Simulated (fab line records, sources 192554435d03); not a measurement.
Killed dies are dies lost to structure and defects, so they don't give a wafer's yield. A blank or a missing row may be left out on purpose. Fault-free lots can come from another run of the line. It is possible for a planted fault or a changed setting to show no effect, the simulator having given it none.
fab line records :: flow n5_finfet
record
  lots=4
  wafers=12
  last_day=18
route steps=1938 shown MOL_CONTACT_COAG@625 BEOL_M0_SAQP@632 BEOL_M4@1111
lots that met no fault: taken from a fault-free run of the same line
start_h: the number of hours between the record's first day and the start of the first shown wafer of the lot :: wait_h: hours since the lot's step before :: " same as the row above :: L1.1+2: several wafers, shown together as one row :: - no value present, or no start provided :: * or withheld: withheld :: < > ~ a bound
route shown NAME@n: names a module that has steps shown in the file, with the first one's number in the route :: usual: mean and standard deviation over wafers with no fault :: same: alike in all rows :: chamber/n: place in a boat :: sites: per-site readings :: _std_site: their standard deviation :: _edge_site: mean of outer sites minus mean of inner sites :: radius_mm: for every site, how far away it sits from the centre of the wafer :: mask NAME#n: copy n :: behind: the tool/chamber that last shaped the wafer :: hold: the reason the lot was held/the length of the hold in hours/how it ended :: device: transistor that didn't switch, given as n, p or np :: end of line: the route-end tests of the same wafers :: for a step that has no rows: nothing shown but its recipe :: killed: dies lost to structure and defects at the first sort, not the wafer's yield :: map: per-die view of a wafer (x killed, . not killed, _ where there is no die)
set.NAME: the setting that was run; set.NAME@STEP: the one run at that earlier step :: model.NAME: the simulator's own value behind a step, which no gauge read
lots at some steps of the route; a table a step, a row a wafer
services: a tool's chamber out of use, with start hour (start_h, from the record's first day; less than 0 if before it), hours out, and reason
## steps
# step N5_MOL_CONTACT_COAG_PRECLEAN_127
# recipe
  chemistry=DIW
  time_s=57.5
  temp_c=23
# step N5_MOL_CONTACT_COAG_SRD_128
# recipe
  dry_time_s=32
  dry=n2_spin
  spin_rpm=1500
# step N5_MOL_CONTACT_COAG_CMP_52
# recipe
  stop_on=SiO2
  t_overpolish_s=1.5
  post_cmp_clean=w_dilute_nh4oh
  down_force_psi=4
  platen_rpm=50.289
  pad_velocity_m_s=1.0006
  target_thk_nm=66.5
# step N5_MOL_CONTACT_COAG_ANNEAL_112
# recipe
  temp_c=400
  time_s=1800
  ambient=HPD2
  pressure_atm=10
# step N5_BEOL_M0_SAQP_PECVD_00
# recipe
  material=SiCN
  target_thk_a=80
  temp_c=withheld
  precursor=3MS/NH3
  pressure_torr=3
  rf_w=202
  time_s=14
# step N5_BEOL_M0_SAQP_ILD_DEP_01
# recipe
  material=SiOC
  target_thk_a=454.19
  temp_c=350
  precursor=DEMS/O2
  pressure_torr=5
  rf_w=500
  time_s=8.7
# step N5_BEOL_M0_SAQP_HM_DEP_02
# recipe
  material=TiN
  target_thk_a=120
  temp_c=25
  chamber_pressure_pa=0.49996
# step N5_BEOL_M0_SAQP_PECVD_03
# recipe
  material=SiCN
  target_thk_a=120
  temp_c=withheld
  precursor=3MS/NH3
  pressure_torr=3
  rf_w=202
  time_s=21.1
# step N5_BEOL_M0_SAQP_PECVD_96
# recipe
  material=a-Si
  target_thk_a=450
  temp_c=350
  precursor=SiH4/He
  pressure_torr=3
  rf_w=100
  time_s=45.2
# step N5_BEOL_M0_SAQP_PECVD_97
# recipe
  material=SiNx
  target_thk_a=230
  temp_c=350
  precursor=SiH4/NH3/N2
  pressure_torr=1.5
  rf_w=300
  time_s=19.9
# usual
  heater_power_w=545/80
  showerhead_plenum_p_Torr=5.14/0.052
  throttle_valve_pct=40.0/2.6
lot.wafer: L379.2
tool: pecvd-03
chamber: 0
start_h: 104.98
wait_h: 0.0
heater_power_w: 767
showerhead_plenum_p_Torr: 5.11
throttle_valve_pct: 41.4
model.SiNx_of_BEOL_M0_SAQP_PECVD_97.thk_nm: 23.2

lot.wafer: L379.3
tool: pecvd-03
chamber: 2
start_h: 104.98
wait_h: 0.0
heater_power_w: 471
showerhead_plenum_p_Torr: 5.11
throttle_valve_pct: 39.3
model.SiNx_of_BEOL_M0_SAQP_PECVD_97.thk_nm: 23.8

lot.wafer: L379.4
tool: pecvd-03
chamber: 1
start_h: 104.98
wait_h: 0.0
heater_power_w: 575
showerhead_plenum_p_Torr: 5.24
throttle_valve_pct: 40.6
model.SiNx_of_BEOL_M0_SAQP_PECVD_97.thk_nm: 23.4

lot.wafer: L389.1
tool: pecvd-03
chamber: 2
start_h: 175.17
wait_h: 0.0
heater_power_w: 501
showerhead_plenum_p_Torr: 5.11
throttle_valve_pct: 39.4
model.SiNx_of_BEOL_M0_SAQP_PECVD_97.thk_nm: 23.2

lot.wafer: L389.3
tool: pecvd-03
chamber: 0
start_h: 175.17
wait_h: 0.0
heater_power_w: 729
showerhead_plenum_p_Torr: 5.12
throttle_valve_pct: 41.4
model.SiNx_of_BEOL_M0_SAQP_PECVD_97.thk_nm: 15.2

lot.wafer: L389.6
tool: pecvd-03
chamber: 0
start_h: 175.17
wait_h: 0.0
heater_power_w: 763
showerhead_plenum_p_Torr: 5.12
throttle_valve_pct: 41.3
model.SiNx_of_BEOL_M0_SAQP_PECVD_97.thk_nm: 23.2

lot.wafer: L391.2
tool: pecvd-03
chamber: 0
start_h: 180.87
wait_h: 0.0
heater_power_w: 800
showerhead_plenum_p_Torr: 5.11
throttle_valve_pct: 41.5
model.SiNx_of_BEOL_M0_SAQP_PECVD_97.thk_nm: 23.2

lot.wafer: L391.5
tool: pecvd-03
chamber: 0
start_h: 180.87
wait_h: 0.0
heater_power_w: 787
showerhead_plenum_p_Torr: 5.11
throttle_valve_pct: 41.2
model.SiNx_of_BEOL_M0_SAQP_PECVD_97.thk_nm: 15.6

lot.wafer: L391.6
tool: pecvd-03
chamber: 2
start_h: 180.87
wait_h: 0.0
heater_power_w: 534
showerhead_plenum_p_Torr: 5.11
throttle_valve_pct: 39.9
model.SiNx_of_BEOL_M0_SAQP_PECVD_97.thk_nm: 24

lot.wafer: L401.1
tool: pecvd-01
chamber: 1
start_h: 239.71
wait_h: 0.0
heater_power_w: 445
showerhead_plenum_p_Torr: 5.19
throttle_valve_pct: 42.5
model.SiNx_of_BEOL_M0_SAQP_PECVD_97.thk_nm: 23

lot.wafer: L401.5
tool: pecvd-01
chamber: 1
start_h: 239.71
wait_h: 0.0
heater_power_w: 444
showerhead_plenum_p_Torr: 5.21
throttle_valve_pct: 42.6
model.SiNx_of_BEOL_M0_SAQP_PECVD_97.thk_nm: 23.4

lot.wafer: L401.6
tool: pecvd-01
chamber: 2
start_h: 239.71
wait_h: 0.0
heater_power_w: 584
showerhead_plenum_p_Torr: 5.20
throttle_valve_pct: 35.2
model.SiNx_of_BEOL_M0_SAQP_PECVD_97.thk_nm: 23.8
# step N5_BEOL_M0_SAQP_PECVD_04
# recipe
  material=a-Si
  target_thk_a=600
  temp_c=350
  precursor=SiH4/He
  pressure_torr=3
  rf_w=100
  time_s=60.2
# step N5_BEOL_M0_SAQP_HM_DEP_111
# recipe
  material=SiO2
  target_thk_a=120
  temp_c=400
  precursor=SiH4/N2O
  pressure_torr=0.75
  rf_w=275
  time_s=7.2
# step N5_BEOL_M0_SAQP_COAT_81
# recipe
  resist=SOC
  temp_c=250
  time_s=60
  spin_rpm=1500
  resist_thk_nm=100
# step N5_BEOL_M0_SAQP_COAT_82
# recipe
  resist=SiARC
  temp_c=220
  time_s=60
  spin_rpm=1500
  resist_thk_nm=30
# step N5_BEOL_M0_SAQP_COAT_08
# recipe
  resist=CAR-ArF
  spin_rpm=1500
  resist_thk_nm=90
# step N5_BEOL_M0_SAQP_EBR_10
# recipe
  solvent=PGMEA
  ebr_width_mm=1.5
# step N5_BEOL_M0_SAQP_SOFTBAKE_09
# recipe
  temp_c=110
  time_s=60
  resist=CAR-ArF
# step N5_BEOL_M0_SAQP_EXPOSE_11
# recipe
  mask_id=M0_CORE
  na=1.35
  source_shape=dipole
  sigma_inner=0.538
  sigma_outer=0.738
  polarization=te
  target_cd_nm=42
  dose_mj=55
# step N5_BEOL_M0_SAQP_PEB_12
# recipe
  peb_temp_c=withheld
  peb_time_s=60
  resist=CAR-ArF
# step N5_BEOL_M0_SAQP_DEVELOP_13
# recipe
  develop_time_s=30
  developer=TMAH
  resist=CAR-ArF
  dev_temp_c=23
  rinse_liquid=diw
  dry=air_spin
# step N5_BEOL_M0_SAQP_DESCUM_19
# recipe
  chemistry=O2
  time_s=7.9
  source_power_w=50
  bias_power_w=20
  pressure_mtorr=20
  rf_frequency_hz=2.712e+07
  temp_c=40
  resist=CAR-ArF
  o2_flow_sccm=225
# step N5_BEOL_M0_SAQP_ETCH_83
# recipe
  chemistry=CF4
  target=SiARC
  target_depth_a=390
  mask_material=CAR-ArF
  time_s=65
  ion_energy_ev=80
  pressure_mtorr=40
  source_w=545
  bias_w=36
  Ar_flow_sccm=100
  cf4_flow_sccm=100
  ends=cleared
# step N5_BEOL_M0_SAQP_ETCH_84
# recipe
  chemistry=N2/H2
  target=SOC
  target_depth_a=1000
  overetch_a=200
  mask_material=SiARC
  temp_c=40
  time_s=150
  ion_energy_ev=200
  pressure_mtorr=30
  source_w=840
  bias_w=150
  n2_flow_sccm=200
  h2_flow_sccm=200
# step N5_BEOL_M0_SAQP_STRIP_80
# recipe
  chemistry=N2/H2
  temp_c=40
  n2_flow_sccm=200
  h2_flow_sccm=200
  rf_frequency_hz=6e+07
# step N5_BEOL_M0_SAQP_HM_OPEN_112
# recipe
  chemistry=CHF3/O2
  target=SiO2
  stop_on=a-Si
  target_depth_a=120
  over_etch_frac=1.25
  mask_material=SOC
  time_s=13.5
  pressure_mtorr=30
  source_w=650
  bias_w=170
  Ar_flow_sccm=200
  CHF3_flow_sccm=50
  O2_flow_sccm=5
  ion_energy_ev=200
  ends=end_point
# step N5_BEOL_M0_SAQP_STRIP_113
# recipe
  chemistry=CHF3/O2
  resist=SiARC
  rf_frequency_hz=6e+07
# step N5_BEOL_M0_SAQP_MANDREL_ETCH_20
# recipe
  target_depth_a=600
  chemistry=HBr/Cl2
  target=a-Si
  stop_on=SiNx
  bt_time_s=10
  mask_material=SOC
  over_etch_frac=0.5
  time_s=30
  pressure_mtorr=10
  icp_w=800
  bias_w=75
  HBr_flow_sccm=150
  Cl2_flow_sccm=80
  ends=end_point
# step N5_BEOL_M0_SAQP_STRIP_86
# recipe
  chemistry=N2/H2
  power_w=500
  temp_c=40
  pressure_mtorr=50
  rf_frequency_hz=6e+07
  overash_fraction=0.3
  bias_power_w=28
  h2_frac=0.5
  n2_flow_sccm=300
  h2_flow_sccm=300
# step N5_BEOL_M0_SAQP_STRIP_115
# recipe
  chemistry=post_etch_residue_remover
  time_s=60
  temp_c=25
  remover_ph=withheld
  remover_water_wt_pct=withheld
  remover_fluoride_wt_pct=withheld
# step N5_BEOL_M0_SAQP_SRD_93
# recipe
  dry=ipa_marangoni
  time_s=30
  temp_c=23
  rinse_liquid=diw
# step N5_BEOL_M0_SAQP_RECESS_114
# recipe
  chemistry=HF/NH3
  target=SiO2
  target_depth_a=144
  afs_cycles=3
  temp_c=30
  sublimation_temp_c=180
  sublimation_time_s=60
# step N5_BEOL_M0_SAQP_SPACER1_ALD_98
# recipe
  material=SiO2
  target_thk_a=128
  temp_c=300
  ald_precursor_family=BDEAS
  ald_co_reactant=O2-plasma
  pulse_time_s=1
  purge_time_s=2
  co_reactant_purge_time_s=2
  ald_cycles=138
  pressure_torr=2
# step N5_BEOL_M0_SAQP_SPACER1_ETCHBACK_99
# recipe
  chemistry=CHF3/O2
  mode=anisotropic_etchback
  target=SiO2
  target_depth_a=154
  time_s=7.7
  pressure_mtorr=30
  source_w=650
  bias_w=170
  Ar_flow_sccm=200
  CHF3_flow_sccm=50
  O2_flow_sccm=5
  ion_energy_ev=200
# step N5_BEOL_M0_SAQP_MANDREL1_REMOVE_100
# recipe
  chemistry=HBr/Cl2/O2
  bt_time_s=10
  target=a-Si
  stop_on=SiNx
  endpoint=OES-SiCl
  over_etch_frac=0.85
  icp_w=600
  bias_w=30
  HBr_flow_sccm=150
  Cl2_flow_sccm=80
  O2_flow_sccm=5
  pressure_mtorr=10
# step N5_BEOL_M0_SAQP_ETCH_106
# recipe
  chemistry=N2/H2
  target=SOC
  target_depth_a=1500
  stop_on=SiNx
  ion_energy_ev=100
  bias_w=61
  pressure_mtorr=30
  source_w=850
  n2_flow_sccm=200
  h2_flow_sccm=200
# usual
  drypump_motor_current_A=5.5/0.35
  oes_product_au=0.77/0.076
  rf_vpp_V=240.8/1.4
  showerhead_plenum_p_Torr=2.56/0.098
  throttle_valve_pct=17.88/0.2
lot.wafer: L379.2
tool: rie_diel-04
chamber: 3
start_h: 108.14
wait_h: -
drypump_motor_current_A: 5.4
oes_product_au: 0.72
rf_hours_counter_h: 176
rf_vpp_V: 242.8
showerhead_plenum_p_Torr: 2.65
throttle_valve_pct: 17.87
model.SiNx_of_BEOL_M0_SAQP_PECVD_97.thk_nm: 15.6

lot.wafer: L379.3
tool: rie_diel-04
chamber: 0
start_h: 108.14
wait_h: -
drypump_motor_current_A: 5.6
oes_product_au: 0.88
rf_hours_counter_h: 32
rf_vpp_V: 241.2
showerhead_plenum_p_Torr: 2.49
throttle_valve_pct: 17.70
model.SiNx_of_BEOL_M0_SAQP_PECVD_97.thk_nm: 16

lot.wafer: L379.4
tool: rie_diel-04
chamber: 1
start_h: 108.14
wait_h: -
drypump_motor_current_A: 5.0
oes_product_au: 0.68
rf_hours_counter_h: 205
rf_vpp_V: 240.0
showerhead_plenum_p_Torr: 2.52
throttle_valve_pct: 18.04
model.SiNx_of_BEOL_M0_SAQP_PECVD_97.thk_nm: 15.6

lot.wafer: L389.1
tool: rie_diel-04
chamber: 1
start_h: 179.06
wait_h: -
drypump_motor_current_A: 5.0
oes_product_au: 0.68
rf_hours_counter_h: 225
rf_vpp_V: 238.5
showerhead_plenum_p_Torr: 2.51
throttle_valve_pct: 18.05
model.SiNx_of_BEOL_M0_SAQP_PECVD_97.thk_nm: 15.2

lot.wafer: L389.3
tool: rie_diel-04
chamber: 0
start_h: 179.06
wait_h: -
drypump_motor_current_A: 5.7
oes_product_au: 0.85
rf_hours_counter_h: 52
rf_vpp_V: 239.7
showerhead_plenum_p_Torr: 2.48
throttle_valve_pct: 17.74
model.SiNx_of_BEOL_M0_SAQP_PECVD_97.thk_nm: 7.6

lot.wafer: L389.6
tool: rie_diel-04
chamber: 2
start_h: 179.06
wait_h: -
drypump_motor_current_A: 5.7
oes_product_au: 0.71
rf_hours_counter_h: -
rf_vpp_V: 239.0
showerhead_plenum_p_Torr: 2.42
throttle_valve_pct: 17.69
model.SiNx_of_BEOL_M0_SAQP_PECVD_97.thk_nm: 15.2

lot.wafer: L391.2
tool: rie_diel-06
chamber: 0
start_h: 183.97
wait_h: -
drypump_motor_current_A: 5.6
oes_product_au: 0.73
rf_hours_counter_h: 157
rf_vpp_V: 241.3
showerhead_plenum_p_Torr: 2.67
throttle_valve_pct: 18.04
model.SiNx_of_BEOL_M0_SAQP_PECVD_97.thk_nm: 15.2

lot.wafer: L391.5
tool: rie_diel-06
chamber: 2
start_h: 183.97
wait_h: -
drypump_motor_current_A: 6.1
oes_product_au: 0.77
rf_hours_counter_h: -
rf_vpp_V: 240.5
showerhead_plenum_p_Torr: 2.56
throttle_valve_pct: 17.88
model.SiNx_of_BEOL_M0_SAQP_PECVD_97.thk_nm: 8

lot.wafer: L391.6
tool: rie_diel-06
chamber: 1
start_h: 183.97
wait_h: -
drypump_motor_current_A: 5.4
oes_product_au: 0.84
rf_hours_counter_h: -
rf_vpp_V: 240.0
showerhead_plenum_p_Torr: 2.47
throttle_valve_pct: 17.96
model.SiNx_of_BEOL_M0_SAQP_PECVD_97.thk_nm: 16.2

lot.wafer: L401.1
tool: rie_diel-06
chamber: 3
start_h: 242.88
wait_h: -
drypump_motor_current_A: 5.2
oes_product_au: 0.83
rf_hours_counter_h: 57
rf_vpp_V: 242.7
showerhead_plenum_p_Torr: 2.71
throttle_valve_pct: 17.71
model.SiNx_of_BEOL_M0_SAQP_PECVD_97.thk_nm: 15

lot.wafer: L401.5
tool: rie_diel-06
chamber: 2
start_h: 242.88
wait_h: -
drypump_motor_current_A: 6.1
oes_product_au: 0.76
rf_hours_counter_h: -
rf_vpp_V: 241.4
showerhead_plenum_p_Torr: 2.55
throttle_valve_pct: 17.94
model.SiNx_of_BEOL_M0_SAQP_PECVD_97.thk_nm: 15.4

lot.wafer: L401.6
tool: rie_diel-06
chamber: 3
start_h: 242.88
wait_h: -
drypump_motor_current_A: 5.2
oes_product_au: 0.83
rf_hours_counter_h: -
rf_vpp_V: 242.5
showerhead_plenum_p_Torr: 2.71
throttle_valve_pct: 17.70
model.SiNx_of_BEOL_M0_SAQP_PECVD_97.thk_nm: 16.4
# step N5_BEOL_M4_RC_MEAS_101
# usual
  DIBL_N=37.5/2.5
  DIBL_P=38/3.1
  IOFF_N=0.19/0.059
  IOFF_P=0.24/0.061
  ION_N=679/16
  ION_P=465/9.8
  SS_N=72.0/0.8
  SS_P=73.7/0.86
  VT_N=248/4.5
  VT_P=-249/3.5
lot.wafer: L379.2
tool: prober-02
chamber: 0
start_h: 163.50
wait_h: 0.2
DIBL_N[mV/V]: 38.2
DIBL_P[mV/V]: 37
IOFF_N[nA/um]: 0.18
IOFF_P[nA/um]: 0.21
ION_N[uA/um]: 675
ION_P[uA/um]: 457
SS_N[mV/dec]: 72.1
SS_P[mV/dec]: 73.4
VT_N[mV]: 252
VT_P[mV]: -251

lot.wafer: L379.3
tool: prober-02
chamber: 0
start_h: 163.50
wait_h: 0.2
DIBL_N[mV/V]: 37.0
DIBL_P[mV/V]: 37
IOFF_N[nA/um]: 0.16
IOFF_P[nA/um]: 0.23
ION_N[uA/um]: 676
ION_P[uA/um]: 469
SS_N[mV/dec]: 71.6
SS_P[mV/dec]: 73.1
VT_N[mV]: 249
VT_P[mV]: -249

lot.wafer: L379.4
tool: prober-02
chamber: 0
start_h: 163.50
wait_h: 0.2
DIBL_N[mV/V]: 41.6
DIBL_P[mV/V]: 42
IOFF_N[nA/um]: 0.28
IOFF_P[nA/um]: 0.30
ION_N[uA/um]: 683
ION_P[uA/um]: 459
SS_N[mV/dec]: 73.3
SS_P[mV/dec]: 74.7
VT_N[mV]: 246
VT_P[mV]: -245

lot.wafer: L389.1
tool: prober-01
chamber: 0
start_h: 251.41
wait_h: 0.0
DIBL_N[mV/V]: 34.7
DIBL_P[mV/V]: 36
IOFF_N[nA/um]: 0.16
IOFF_P[nA/um]: 0.24
ION_N[uA/um]: 683
ION_P[uA/um]: 473
SS_N[mV/dec]: 71.0
SS_P[mV/dec]: 73.0
VT_N[mV]: 247
VT_P[mV]: -246

lot.wafer: L389.3
tool: prober-01
chamber: 0
start_h: 251.41
wait_h: 0.0
DIBL_N[mV/V]: 38.7
DIBL_P[mV/V]: 41
IOFF_N[nA/um]: 0.25
IOFF_P[nA/um]: 0.35
ION_N[uA/um]: 710
ION_P[uA/um]: 487
SS_N[mV/dec]: 72.4
SS_P[mV/dec]: 74.7
VT_N[mV]: 241
VT_P[mV]: -242

lot.wafer: L389.6
tool: prober-01
chamber: 0
start_h: 251.41
wait_h: 0.0
DIBL_N[mV/V]: 34.1
DIBL_P[mV/V]: 35
IOFF_N[nA/um]: 0.15
IOFF_P[nA/um]: 0.22
ION_N[uA/um]: 683
ION_P[uA/um]: 476
SS_N[mV/dec]: 71.6
SS_P[mV/dec]: 73.2
VT_N[mV]: 248
VT_P[mV]: -249

lot.wafer: L391.2
tool: prober-02
chamber: 0
start_h: 253.39
wait_h: 0.2
DIBL_N[mV/V]: 37.7
DIBL_P[mV/V]: 38
IOFF_N[nA/um]: 0.20
IOFF_P[nA/um]: 0.22
ION_N[uA/um]: 663
ION_P[uA/um]: 450
SS_N[mV/dec]: 71.7
SS_P[mV/dec]: 73.8
VT_N[mV]: 244
VT_P[mV]: -250

lot.wafer: L391.5
tool: prober-02
chamber: 0
start_h: 253.39
wait_h: 0.2
DIBL_N[mV/V]: 35.4
DIBL_P[mV/V]: 35
IOFF_N[nA/um]: 0.16
IOFF_P[nA/um]: 0.18
ION_N[uA/um]: 665
ION_P[uA/um]: 454
SS_N[mV/dec]: 72.1
SS_P[mV/dec]: 73.3
VT_N[mV]: 249
VT_P[mV]: -255

lot.wafer: L391.6
tool: prober-02
chamber: 0
start_h: 253.39
wait_h: 0.2
DIBL_N[mV/V]: 36.9
DIBL_P[mV/V]: 36
IOFF_N[nA/um]: 0.17
IOFF_P[nA/um]: 0.19
ION_N[uA/um]: 658
ION_P[uA/um]: 445
SS_N[mV/dec]: 71.6
SS_P[mV/dec]: 73.3
VT_N[mV]: 250
VT_P[mV]: -253

lot.wafer: L401.1
tool: prober-02
chamber: 0
start_h: 311.96
wait_h: 0.0
DIBL_N[mV/V]: 37.4
DIBL_P[mV/V]: 39
IOFF_N[nA/um]: 0.18
IOFF_P[nA/um]: 0.22
ION_N[uA/um]: 683
ION_P[uA/um]: 461
SS_N[mV/dec]: 72.1
SS_P[mV/dec]: 73.8
VT_N[mV]: 248
VT_P[mV]: -250

lot.wafer: L401.5
tool: prober-02
chamber: 0
start_h: 311.96
wait_h: 0.0
DIBL_N[mV/V]: 33.9
DIBL_P[mV/V]: 35
IOFF_N[nA/um]: 0.13
IOFF_P[nA/um]: 0.18
ION_N[uA/um]: 666
ION_P[uA/um]: 458
SS_N[mV/dec]: 71.2
SS_P[mV/dec]: 73.1
VT_N[mV]: 251
VT_P[mV]: -252

lot.wafer: L401.6
tool: prober-02
chamber: 0
start_h: 311.96
wait_h: 0.0
DIBL_N[mV/V]: 38.7
DIBL_P[mV/V]: 41
IOFF_N[nA/um]: 0.22
IOFF_P[nA/um]: 0.27
ION_N[uA/um]: 686
ION_P[uA/um]: 469
SS_N[mV/dec]: 72.9
SS_P[mV/dec]: 74.3
VT_N[mV]: 249
VT_P[mV]: -248
## services
tool: pecvd-01
chamber: 1
start_h: 91.21
hours: 11.6
kind: repair

tool: rie_diel-04
chamber: -
start_h: 115.63
hours: 0.3
kind: repair

tool: pecvd-03
chamber: 1
start_h: 117.28
hours: 10.5
kind: repair

tool: pecvd-01
chamber: 0
start_h: 127.62
hours: 5.5
kind: scheduled_down

tool: pecvd-03
chamber: 0
start_h: 131.85
hours: 2.1
kind: scheduled_down

tool: pecvd-01
chamber: 2
start_h: 146.37
hours: 5.5
kind: scheduled_down

tool: pecvd-01
chamber: 0
start_h: 168.30
hours: 5.9
kind: repair

tool: rie_diel-06
chamber: 3
start_h: 176.37
hours: 19.3
kind: repair

tool: pecvd-03
chamber: -
start_h: 209.60
hours: 1.2
kind: repair

tool: rie_diel-04
chamber: 0
start_h: 222.79
hours: 11.3
kind: repair

tool: rie_diel-04
chamber: 2
start_h: 228.08
hours: 2.4
kind: repair

tool: pecvd-03
chamber: 2
start_h: 237.88
hours: 5.4
kind: repair

tool: pecvd-01
chamber: 0
start_h: 239.22
hours: 2.1
kind: scheduled_down
## key
first_sign none at tools or gauges
model_effect
  step=N5_BEOL_M0_SAQP_PECVD_97
  value=SiNx_of_BEOL_M0_SAQP_PECVD_97.thk_nm
  without=23.3
  struck=15.4
model_effect
  step=N5_BEOL_M0_SAQP_ETCH_106
  value=SiNx_of_BEOL_M0_SAQP_PECVD_97.thk_nm
  without=15.6
  struck=7.8
met_at N5_BEOL_M0_SAQP_PECVD_97
struck_wafers L389.3,L391.5
onset_between 104.98 175.17
fault
  kind=process_parameter_drift
  tool=pecvd-03
  chamber=-
  onset_h=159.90
  steps=N5_BEOL_M0_SAQP_PECVD_97
  channel=time_s
  offset=*
  shape=step
  end_h=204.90
  scope=struck_wafers_only
  acts_in=*
  stated=*
